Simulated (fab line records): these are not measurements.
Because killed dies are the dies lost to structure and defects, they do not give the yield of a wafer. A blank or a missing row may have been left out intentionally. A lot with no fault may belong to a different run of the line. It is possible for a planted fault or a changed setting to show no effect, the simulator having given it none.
Which tool was responsible? || flow nand_harc || 6 lots with 18 wafers sampled at 4 steps, on a route of 1159 steps

== WHAT EACH GAUGE READ, for each wafer ==
NHARC_END_SORT_01.
{"lot": "L111", "measured": "day 20 21:47", "on": "prober-02", "killed_at_other": "0 0 0"}
{"lot": "L113", "measured": "day 21 12:37", "on": "prober-02", "killed_at_other": "0 0 0"}
{"lot": "L116", "measured": "day 21 00:14", "on": "prober-01", "killed_at_other": "0 0 0"}
{"lot": "L119", "measured": "day 22 00:25", "on": "prober-01", "killed_at_other": "0 1 1"}
{"lot": "L124", "measured": "day 23 00:26", "on": "prober-01", "killed_at_other": "3 3 2"}
{"lot": "L132", "measured": "day 24 18:05", "on": "prober-01", "killed_at_other": "0 0 0"}

== TOOL THAT RAN EACH LOT (tool first, then ch and the chambers of the sampled wafers, then the start) ==
{"lot": "L111", "NHARC_P_GATE_ETCH_104": "rie_diel-05 ch 0,3, day 5 03:43", "NHARC_P_GATE_ALD_36": "ald_sin-02 ch 0,3, day 5 05:04", "NHARC_P_GATE_STRIP_101": "rie_diel-05 ch 0,3, day 5 14:43"}
{"lot": "L113", "NHARC_P_GATE_ETCH_104": "rie_diel-05 ch 0,2, day 5 19:02", "NHARC_P_GATE_ALD_36": "ald_sin-01 ch 0,1,2, day 5 21:17", "NHARC_P_GATE_STRIP_101": "rie_diel-07 ch 0,3, day 6 05:58"}
{"lot": "L116", "NHARC_P_GATE_ETCH_104": "rie_diel-07 ch 0,1,3, day 6 00:26", "NHARC_P_GATE_ALD_36": "ald_sin-01 ch 0,2, day 6 03:42", "NHARC_P_GATE_STRIP_101": "rie_diel-05 ch 0,1, day 6 12:15"}
{"lot": "L119", "NHARC_P_GATE_ETCH_104": "rie_diel-05 ch 0,1, day 6 22:19", "NHARC_P_GATE_ALD_36": "ald_sin-03 ch 1,2, day 7 00:00", "NHARC_P_GATE_STRIP_101": "rie_diel-05 ch 0,1, day 7 09:41"}
{"lot": "L124", "NHARC_P_GATE_ETCH_104": "rie_diel-05 ch 0,1,3, day 8 07:17", "NHARC_P_GATE_ALD_36": "ald_sin-02 ch 1,3, day 8 08:36", "NHARC_P_GATE_STRIP_101": "rie_diel-05 ch 1,2,3, day 8 18:12"}
{"lot": "L132", "NHARC_P_GATE_ETCH_104": "rie_diel-07 ch 1,2, day 10 01:44", "NHARC_P_GATE_ALD_36": "ald_sin-03 ch 0,3, day 10 02:56", "NHARC_P_GATE_STRIP_101": "rie_diel-05 ch 0,1, day 10 12:32"}
- NHARC_P_GATE_ETCH_104: etches the open film in CF4/CHF3, target depth 60 nm.
- NHARC_P_GATE_ALD_36: deposits SiNx, target thk 20 nm, pulse time 60 s, ald cycles 223.
- NHARC_P_GATE_STRIP_101: strips in O2, time 20 s.

== THE ANSWER, worked out from the rows above alone ==
Rule: what is usual is taken from the lots themselves. Put in order of their means at a reading, lots are off if they are a third of the lots or fewer, leave a main group of 4 or more, and stand apart from it by a gap of 3 or more times the standard deviation of the main group's means; of several such gaps the widest counts. A main group whose means are all the same, to the digits that the tables above print for the reading, isn't used. Also off: a lot with no number at a reading for which 4 or more lots have one. Any other lot the step has rows for is counted as sound.
Off, at NHARC_END_SORT_01 on killed_at_other: L124. The main group: mean 0.1, standard deviation 0.27.
If a tool, at a process step before that reading, ran all the lots that are off and no sound lot after the first of them, it fits. The gauges at NHARC_END_SORT_01 are tried like those tools. Can't be told from this: 2 tools fit, rie_diel-05 at NHARC_P_GATE_ETCH_104, ald_sin-02 at NHARC_P_GATE_ALD_36.

== WHAT THE SIMULATOR HAD PUT IN ==
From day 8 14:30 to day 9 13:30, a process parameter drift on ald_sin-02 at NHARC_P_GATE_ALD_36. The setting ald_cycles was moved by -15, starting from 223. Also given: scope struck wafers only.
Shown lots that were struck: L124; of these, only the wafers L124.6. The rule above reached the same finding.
